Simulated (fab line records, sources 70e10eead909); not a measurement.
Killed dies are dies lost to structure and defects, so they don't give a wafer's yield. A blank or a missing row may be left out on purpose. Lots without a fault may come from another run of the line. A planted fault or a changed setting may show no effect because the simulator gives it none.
Chamber matching | flow nand_harc | NHARC_A_STAIRCASE_STRIP_476 on rie_diel-03: 3 sister chambers
The step strips in O2, time 20 s. 16 wafers are shown with their chamber, then 6 later ones without.

WAFERS WITH THEIR CHAMBER
wafer  | chamber | showerhead_plenum_p_Torr (Torr) | oes_product_au (a.u.) | rf_vpp_V (V)
L074.1 | 3       | 3.50                            | 1.017                 | 58.6
L074.5 | 0       | 3.48                            | 1.008                 | 55.6
L074.6 | 3       | 3.50                            | 1.016                 | 57.0
L079.2 | 0       | 3.47                            | 1.007                 | 57.6
L079.4 | 1       | 3.63                            | 1.014                 | 57.4
L079.6 | 3       | 3.49                            | 1.022                 | 57.1
L084.2 | 3       | 3.48                            | 1.039                 | 58.8
L084.3 | 1       | 3.62                            | 1.008                 | 58.7
L084.5 | 0       | 3.46                            | 1.012                 | 58.2
L086.3 | 0       | 3.46                            | 1.006                 | 57.7
L086.4 | 1       | 3.62                            | 1.015                 | 58.3
L086.5 | 1       | 3.62                            | 1.007                 | 59.2
L087.1 | 3       | 3.48                            | 1.039                 | 57.1
L087.2 | 0       | 3.46                            | 1.002                 | 58.4
L087.5 | 3       | 3.48                            | 1.040                 | 58.4
L091.1 | 3       | 3.47                            | 1.027                 | 56.4

SIGNATURES (means of the wafers above)
reading                  | chamber 0 | chamber 1 | chamber 3 | scatter within a chamber
showerhead_plenum_p_Torr | 3.4660    | 3.6225    | 3.4857    | 0.00947
oes_product_au           | 1.00700   | 1.01100   | 1.02857   | 0.00778
rf_vpp_V                 | 57.500    | 58.400    | 57.629    | 0.964
Rule: a wafer's distance from a chamber is the root of the sum, over the readings, of the square of ((its reading less the chamber's mean) divided by the reading's scatter). The wafer belongs to the nearest chamber; if the next one is less than 2 further off, it can't be placed. The scatter: the root of (the sum of the squares of (reading less its chamber's mean) over the shown wafers, divided by (wafers less chambers)).

WAFERS WITHOUT THEIR CHAMBER
wafer  | showerhead_plenum_p_Torr (Torr) | oes_product_au (a.u.) | rf_vpp_V (V)
L091.2 | 3.45                            | 0.992                 | 57.3
L091.5 | 3.45                            | 0.988                 | 58.5
L092.3 | 3.47                            | 1.022                 | 55.7
L092.6 | 3.45                            | 1.000                 | 58.2
L094.1 | 3.47                            | 1.017                 | 59.9
L094.4 | 3.60                            | 1.014                 | 57.7

WHICH CHAMBER EACH WENT THROUGH
wafer  | from the rows above     | in truth
L091.2 | 0                       | 0
L091.5 | 0                       | 0
L092.3 | can't be placed: 0 or 3 | 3
L092.6 | 0                       | 0
L094.1 | can't be placed: 0 or 3 | 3
L094.4 | 1                       | 1
Placed correctly: 4 of 6. Can't be placed from these rows: 2 (the true chamber is among the candidates in 2). Placed wrongly: 0.
